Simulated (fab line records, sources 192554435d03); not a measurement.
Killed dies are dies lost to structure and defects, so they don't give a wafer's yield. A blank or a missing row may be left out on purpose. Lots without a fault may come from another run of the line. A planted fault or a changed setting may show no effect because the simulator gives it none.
Chamber matching | flow n5_finfet | N5_BEOL_M6_ILD_DEP_00 on pecvd-02: 3 sister chambers
The step deposits SiCOH lowk from DEMS/porogen, target thk 179.75 nm, time 33.4 s. 22 wafers are shown with their chamber, then 11 later ones without.

WAFERS WITH THEIR CHAMBER
wafer  | chamber | throttle_valve_pct (%) | showerhead_plenum_p_Torr (Torr) | heater_power_w (W)
L077.2 | 2       | 13.7                   | 5.704                           | 318
L077.4 | 0       | 14.7                   | 5.754                           | 318
L077.6 | 2       | 13.5                   | 5.721                           | 325
L080.1 | 2       | 13.5                   | 5.707                           | 323
L080.3 | 1       | 15.1                   | 5.736                           | 365
L080.4 | 0       | 14.7                   | 5.749                           | 316
L081.2 | 2       | 13.5                   | 5.716                           | 289
L081.4 | 1       | 15.0                   | 5.710                           | 348
L081.6 | 2       | 13.7                   | 5.709                           | 299
L082.1 | 1       | 15.1                   | 5.737                           | 344
L082.4 | 1       | 15.1                   | 5.717                           | 350
L082.6 | 0       | 14.8                   | 5.751                           | 258
L084.2 | 2       | 13.4                   | 5.720                           | 280
L084.4 | 1       | 14.8                   | 5.727                           | 344
L084.5 | 0       | 14.9                   | 5.758                           | 292
L087.3 | 2       | 13.6                   | 5.699                           | 307
L087.4 | 2       | 13.4                   | 5.711                           | 311
L087.5 | 0       | 14.8                   | 5.754                           | 315
L088.1 | 2       | 13.6                   | 5.711                           | 336
L088.2 | 1       | 14.9                   | 5.723                           | 366
L088.5 | 1       | 14.8                   | 5.724                           | 377
L092.2 | 2       | 13.7                   | 5.720                           | 313

SIGNATURES (means of the wafers above)
reading                  | chamber 0 | chamber 1 | chamber 2 | scatter within a chamber
throttle_valve_pct       | 14.780    | 14.971    | 13.560    | 0.118
showerhead_plenum_p_Torr | 5.75320   | 5.72486   | 5.71180   | 0.00762
heater_power_w           | 299.80    | 356.29    | 310.10    | 18.1
Rule: a wafer's distance from a chamber is the root of the sum, over the readings, of the square of ((its reading less the chamber's mean) divided by the reading's scatter). The wafer belongs to the nearest chamber; if the next one is less than 2 further off, it can't be placed. The scatter: the root of (the sum of the squares of (reading less its chamber's mean) over the shown wafers, divided by (wafers less chambers)).

WAFERS WITHOUT THEIR CHAMBER
wafer  | throttle_valve_pct (%) | showerhead_plenum_p_Torr (Torr) | heater_power_w (W)
L092.3 | 15.0                   | 5.725                           | 361
L092.5 | 13.5                   | 5.706                           | 316
L095.1 | 13.4                   | 5.729                           | 334
L095.3 | 14.9                   | 5.755                           | 304
L095.4 | 14.9                   | 5.720                           | 363
L097.1 | 13.5                   | 5.717                           | 320
L097.2 | 15.1                   | 5.737                           | 331
L097.3 | 14.7                   | 5.744                           | 310
L097.4 | 15.0                   | 5.730                           | 336
L097.5 | 14.7                   | 5.749                           | 309
L097.6 | 13.5                   | 5.706                           | 326

WHICH CHAMBER EACH WENT THROUGH
wafer  | from the rows above     | in truth
L092.3 | 1                       | 1
L092.5 | 2                       | 2
L095.1 | 2                       | 2
L095.3 | 0                       | 0
L095.4 | 1                       | 1
L097.1 | 2                       | 2
L097.2 | can't be placed: 1 or 0 | 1
L097.3 | 0                       | 0
L097.4 | 1                       | 1
L097.5 | 0                       | 0
L097.6 | 2                       | 2
Placed correctly: 10 of 11. Can't be placed from these rows: 1 (the true chamber is among the candidates in 1). Placed wrongly: 0.
